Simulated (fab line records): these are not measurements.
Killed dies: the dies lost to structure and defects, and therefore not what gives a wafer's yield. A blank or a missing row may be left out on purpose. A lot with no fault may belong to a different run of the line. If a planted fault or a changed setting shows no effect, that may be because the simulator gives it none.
3 desks looking at one fault	flow n5-finfet	every desk sees just its own numbers, and what lay behind them comes last

## DESK OF THE TOOL OWNER: ald-metal-04
The tool's own readings at N5_BEOL_M9_ALD_74 (deposits TaN, target thk 2 nm, pulse time 2 s, purge time 3 s): means of the sampled wafers that have a number, for each lot that ran on this tool. The brackets show how far a lot's mean lies from the usual mean; more than 4 standard deviations puts the lot out of limits, marked OUT.
Columns: A = heater-power-w at N5_BEOL_M9_ALD_74, usual 430 W; B = precursor-vessel-pressure-torr at N5_BEOL_M9_ALD_74, usual 26.26 Torr; C = precursor-vessel-temp-c at N5_BEOL_M9_ALD_74, usual 75.00 C
lot	first seen here	A	B	C
L999	day 10 05:25	399	26.28	75.17
L103	day 12 04:18	399	26.20	74.97
L108	day 12 22:36	385	26.20	75.06
L120	day 17 02:43	397	26.18	74.99
This desk found nothing out of limits on any of the 4 lots.

## FROM THE METROLOGY DESK
Means of the sampled wafers that have a number, per lot and without regard to the tool the lot ran on: this is what the gauges read. The brackets show how far a lot's mean lies from the usual mean; more than 4 standard deviations puts the lot out of limits, marked OUT. Shown are 7 of the 24 readings it has, namely the first that went out of limits plus those furthest out on some lot.
Columns: A = COMB_M5 at N5_BEOL_M15_RC_MEAS_101, usual 3.6e-11 S/m; B = COMB_M8 at N5_BEOL_M15_RC_MEAS_101, usual 2.6e-11 S/m; C = COMB_M9 at N5_BEOL_M15_RC_MEAS_101, usual 1.42e-11 S/m; D = COMB_M9_max_site at N5_BEOL_M15_RC_MEAS_101, usual 2.1e-11 S/m; E = SERP_M11 at N5_BEOL_M15_RC_MEAS_101, usual 3.09 ohm/um; F = SERP_M6_max_site at N5_BEOL_M15_RC_MEAS_101, usual 14.8 ohm/um; G = SERP_M9 at N5_BEOL_M15_RC_MEAS_101, usual 3.11 ohm/um
lot	first seen here	A	B	C	D	E	F	G
L999	day 12 07:10	3.7e-11	2.5e-11	1.08e-11	1.9e-11	3.04	14.6	3.10
L103	day 13 20:41	3.7e-11	3.2e-11	4.96e-11 (+13) OUT	7.4e-11 (+12) OUT	2.99	14.4	3.02
L106	day 14 11:38	4.5e-11	2.2e-11	1.65e-11	2.2e-11	2.94	14.9	2.99
L108	day 14 15:55	3.6e-11	2.9e-11	3.99e-11 (+9.2) OUT	5.5e-11 (+7.3) OUT	3.06	13.9	2.93
L114	day 16 00:39	2.8e-11	3.0e-11	1.58e-11	2.2e-11	3.00	14.7	3.07
L113	day 16 00:55	3.4e-11	2.6e-11	1.20e-11	1.5e-11	3.17	14.9	3.07
L111	day 16 20:15	3.3e-11	2.6e-11	1.45e-11	2.0e-11	3.10	14.3	3.25
L120	day 18 16:37	3.7e-11	2.6e-11	1.80e-11	2.3e-11	3.10	15.1	3.13
This desk reports L103, L108 out of limits; the earliest was L103 at day 13 20:41 (COMB_M9 at N5_BEOL_M15_RC_MEAS_101). L999, L106, L114, L113, L111, L120 stayed within limits.

## THE DEFECT DESK
Inspection counts along the route, by lot: the mean over sampled wafers that carry a number. The brackets show how far a lot's mean lies from the usual mean; more than 4 standard deviations puts the lot out of limits, marked OUT.
Columns: A = raw-defect-count at N5_BEOL_M9_INSPECT_58, usual 68
lot	first seen here	A
L999	day 10 08:34	61
L103	day 12 05:55	88
L106	day 12 14:41	80
L108	day 13 01:25	66
L114	day 14 07:32	46
L113	day 14 07:41	60
L111	day 14 16:20	52
L120	day 17 04:28	59
This desk found nothing out of limits on any of the 8 lots.

## ALL TOGETHER
Metrology desk: alarm possible at day 13 20:41 on L103, L108.
The desk of the tool owner found nothing out of limits.
Nothing the defect desk looked at was out of limits.
The tool owner's desk has L103, L108 on record, within its limits.
The defect desk has L103, L108 on record, within its limits.
All the named lots went through N5_BEOL_M9_ALD_74 on ald-metal-04.

## WHAT THE SIMULATOR HAD INSERTED
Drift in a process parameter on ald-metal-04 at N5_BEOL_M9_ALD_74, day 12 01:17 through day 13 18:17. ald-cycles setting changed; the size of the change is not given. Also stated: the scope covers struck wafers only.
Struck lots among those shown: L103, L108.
Time in hours between the start of the fault and the first out-of-limits reading at each desk: metrology desk, 43.
